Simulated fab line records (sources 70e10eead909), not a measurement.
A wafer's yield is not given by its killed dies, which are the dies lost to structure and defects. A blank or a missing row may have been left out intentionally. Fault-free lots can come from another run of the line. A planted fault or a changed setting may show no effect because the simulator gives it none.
The same fault as seen by 2 desks :: flow nandHarc :: every desk sees just its own numbers, and what lay behind them comes last

TOOL OWNER'S DESK, lithoTrack-02
The tool's own readings at NHARC_P_GATE_PEB_57 (peb time 85 s): means of the sampled wafers that have a number, for each lot that ran on this tool. Marked OUT: a lot whose mean sits more than 4 standard deviations from the usual mean, which makes it out of limits; the brackets give that distance.
Columns: A = heaterPowerTotalW at NHARC_P_GATE_PEB_57, usual 163.98 W; B = plateTempC at NHARC_P_GATE_PEB_57, usual 118.03 C
lot: L534
first seen here: day 5 19:48
A: 164.19
B: 118.01

lot: L540
first seen here: day 8 03:03
A: 164.14
B: 118.04

lot: L547
first seen here: day 11 01:27
A: 163.97
B: 118.07

lot: L552
first seen here: day 12 20:07
A: 158.24 (-21) OUT
B: 114.88 (-32) OUT

lot: L553
first seen here: day 13 11:29
A: 158.09 (-22) OUT
B: 115.08 (-29) OUT
This desk's verdict: out of limits on L552, L553, starting with L552 at day 12 20:07 (heaterPowerTotalW at NHARC_P_GATE_PEB_57). L534, L540, L547: within limits.

THE METROLOGY DESK
Means of the sampled wafers that have a number, per lot and without regard to the tool the lot ran on: this is what the gauges read. Marked OUT: a lot whose mean sits more than 4 standard deviations from the usual mean, which makes it out of limits; the brackets give that distance.
Columns: A = cdNm at NHARC_P_GATE_CD_MEAS_59, usual 720.2 nm
lot: L534
first seen here: day 5 19:53
A: 717.2

lot: L535
first seen here: day 6 04:44
A: 720.7

lot: L536
first seen here: day 6 09:01
A: 721.8

lot: L538
first seen here: day 7 09:08
A: 722.5

lot: L540
first seen here: day 8 03:08
A: 717.8

lot: L542
first seen here: day 9 01:55
A: 720.9

lot: L546
first seen here: day 10 13:19
A: 721.7

lot: L547
first seen here: day 11 01:32
A: 719.6

lot: L548
first seen here: day 11 16:10
A: 719.3

lot: L549
first seen here: day 11 16:35
A: 721.3

lot: L552
first seen here: day 12 20:13
A: 712.5 (-5.2) OUT

lot: L553
first seen here: day 13 11:35
A: 714.0 (-4.2) OUT
This desk's verdict: out of limits on L552, L553, starting with L552 at day 12 20:13 (cdNm at NHARC_P_GATE_CD_MEAS_59). L534, L535, L536, L538, L540, L542, L546, L547, L548, L549: within limits.

BROUGHT TOGETHER
The tool owner's desk had the chance to raise an alarm at day 12 20:07 on L552, L553.
Metrology desk: alarm possible at day 12 20:13 on L552, L553.
The lots listed all ran NHARC_P_GATE_PEB_57 on lithoTrack-02.

WHAT THE SIMULATOR HAD PUT IN
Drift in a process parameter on lithoTrack-02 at NHARC_P_GATE_PEB_57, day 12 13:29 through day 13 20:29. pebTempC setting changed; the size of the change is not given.
Struck lots among those shown: L552, L553.
Hours from the fault's start to each desk's first reading out of limits: the tool owner's desk, 7; the metrology desk, 7.
